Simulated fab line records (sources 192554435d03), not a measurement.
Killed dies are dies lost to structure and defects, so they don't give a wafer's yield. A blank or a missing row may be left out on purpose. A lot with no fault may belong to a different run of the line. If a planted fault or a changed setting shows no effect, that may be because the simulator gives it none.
Struck lot and sound lot, side by side    flow n5-finfet    15 out of 1938 route steps
Sound: wafers L800.1, L800.3, L800.5. Struck: wafers L792.2, L792.3, L792.4. The cause is named last.
Order at every step that has rows: each side's tool, ch and its chambers, its first start. Under that, the readings that differ: sound wafers    struck wafers    difference of the means    sigmas: that difference in standard deviations of wafers without a fault.
alike: same words and numbers on both sides, and readings whose means sit less than 2 such deviations apart. not compared: any withheld reading, any reading some wafer has no value for, any bound like >300 that may hide the same value, and any number with overlapping values for which the record gives no deviation.
The two part at a step that has a row with sigmas, a row that says differs or no value, or rows on one side only. When numbers do not overlap yet have no deviation, they are printed without sigmas and do not part them. Lack of a reading on every wafer of one side parts them only where that side has two or more wafers.

first, 6 steps without rows for these wafers: N5_BEOL_M7_COAT_22 (resist thk 30 nm); N5_BEOL_M7_EBR_24; N5_BEOL_M7_SOFTBAKE_23 (time 60 s); N5_BEOL_M7_EXPOSE_25 (exposes mask V6, target cd 40 nm); N5_BEOL_M7_PEB_26 (peb time 60 s); N5_BEOL_M7_DEVELOP_27 (develop time 30 s).
N5_BEOL_M7_CD_MEAS_28: the cd target is 40 nm.
  sound on cd-sem-01 ch 0, day 13 04:30; struck on cd-sem-01 ch 0, day 11 15:41
  alike: cd-nm
N5_BEOL_M7_OVL_MEAS_29:
  sound on overlay-02 ch 0, day 13 04:32; struck on overlay-01 ch 0, day 11 15:43
  alike: V6_OVL
N5_BEOL_M7_INSPECT_30: inspects for defects (brightfield).
  sound: defect-inspect-01 at day 13 04:35; struck: defect-inspect-02 at day 11 15:46
  alike: raw-defect-count
N5_BEOL_M7_DESCUM_33: chemistry O2, time 7 s.
  sound on rie-diel-06 ch 1,2, day 13 04:38; struck on rie-diel-04 ch 1,2,3, day 11 15:48
  alike: drypump-motor-current-A, oes-product-au, rf-vpp-V, showerhead-plenum-p-Torr, throttle-valve-pct
  not compared: rf-hours-counter-h
N5_BEOL_M7_ETCH_72: etches underlayer in N2/H2, target depth 6.5 nm, time 5.2 s.
  sound on rie-diel-06 ch 1,2, day 13 04:40; struck on rie-diel-04 ch 1,2,3, day 11 15:50
  alike: bias-w, drypump-motor-current-A, etch-rf-on-time-s, oes-product-au, rf-vpp-V, showerhead-plenum-p-Torr, throttle-valve-pct
  not compared: rf-hours-counter-h
N5_BEOL_M7_ETCH_65: etches SiARC in CF4, target depth 15.6 nm, time 26 s.
  sound on rie-diel-06 ch 1,2, day 13 04:41; struck on rie-diel-04 ch 1,2,3, day 11 15:51
  alike: bias-w, drypump-motor-current-A, etch-rf-on-time-s, oes-product-au, rf-vpp-V, showerhead-plenum-p-Torr, throttle-valve-pct
  not compared: rf-hours-counter-h
N5_BEOL_M7_ETCH_66: etches SOC in N2/H2, target depth 80 nm, overetch 16 nm, time 120 s.
  sound on rie-diel-06 ch 1,2, day 13 04:43; struck on rie-diel-04 ch 1,2,3, day 11 15:53
reading       sound              struck             difference  sigmas
bias-w (W)    149.0 149.3 149.7  143.7 144.2 144.7  -5.1        -11
rf-vpp-V (V)  524.9 522.3 521.7  512.2 515.5 513.6  -9.2        -4
  alike: drypump-motor-current-A, oes-product-au, showerhead-plenum-p-Torr, throttle-valve-pct
  not compared: rf-hours-counter-h
then, 1 step without rows for these wafers: N5_BEOL_M7_STRIP_69 (strips in N2/H2).
-- the record jumps here: 3 days lie between the struck wafers' starts before and after (it left off in module BEOL_M7 and takes up again in module PASSIVATION, whose first step shown is number 1936 of the route) --
N5_PASSIVATION_PROBE_49:
  the record has rows for the struck wafers here (prober-02, day 14 19:57) and none for the sound ones

WHERE THEY PART
Earliest at N5_BEOL_M7_ETCH_66; latest, in this record, at N5_PASSIVATION_PROBE_49.

WHY: what had been put in by the simulator
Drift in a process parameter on rie-diel-04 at N5_BEOL_M7_ETCH_66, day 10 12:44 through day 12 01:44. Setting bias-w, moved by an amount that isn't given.
